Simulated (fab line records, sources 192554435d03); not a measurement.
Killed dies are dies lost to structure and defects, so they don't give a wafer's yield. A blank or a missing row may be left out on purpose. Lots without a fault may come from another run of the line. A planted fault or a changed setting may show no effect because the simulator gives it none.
Chamber matching | flow n5_finfet | N5_MOL_CONTACT_COAG_VIA_ETCH_46 on rie_diel-04: 4 sister chambers
The step etches SiO2 in C4F6/O2, target depth 46 nm, overetch 9.2 nm, time 40 s. 4 wafers are shown with their chamber, then 8 later ones without.

WAFERS WITH THEIR CHAMBER
wafer  | chamber | rf_vpp_V (V)
L080.5 | 1       | 1615
L082.2 | 0       | 1613
L082.6 | 2       | 1539
L090.2 | 3       | 1677

WAFERS WITHOUT THEIR CHAMBER
wafer  | rf_vpp_V (V)
L090.5 | 1639
L090.6 | 1676
L091.4 | 1640
L091.5 | 1678
L091.6 | 1538
L093.3 | 1613
L093.5 | 1678
L093.6 | 1541

WHICH CHAMBER EACH WENT THROUGH
wafer  | from the rows above          | in truth
L090.5 | can't be placed: 1 or 0 or 3 | 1
L090.6 | 3                            | 3
L091.4 | can't be placed: 1 or 0 or 3 | 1
L091.5 | 3                            | 3
L091.6 | 2                            | 2
L093.3 | can't be placed: 0 or 1      | 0
L093.5 | 3                            | 3
L093.6 | 2                            | 2
Placed correctly: 5 of 8. Can't be placed from these rows: 3 (the true chamber is among the candidates in 3). Placed wrongly: 0.
How it was worked out, from the rows above alone: a wafer's distance from a chamber is the root of the sum, over the readings, of the square of ((its reading less the chamber's mean) divided by the reading's scatter). The wafer belongs to the nearest chamber; if the next one is less than 2 further off, it can't be placed. A chamber's mean is the mean of its shown wafers. The scatter: with one shown wafer a chamber, the root of the mean of the squares of how far each hidden wafer lies from its nearest shown one.
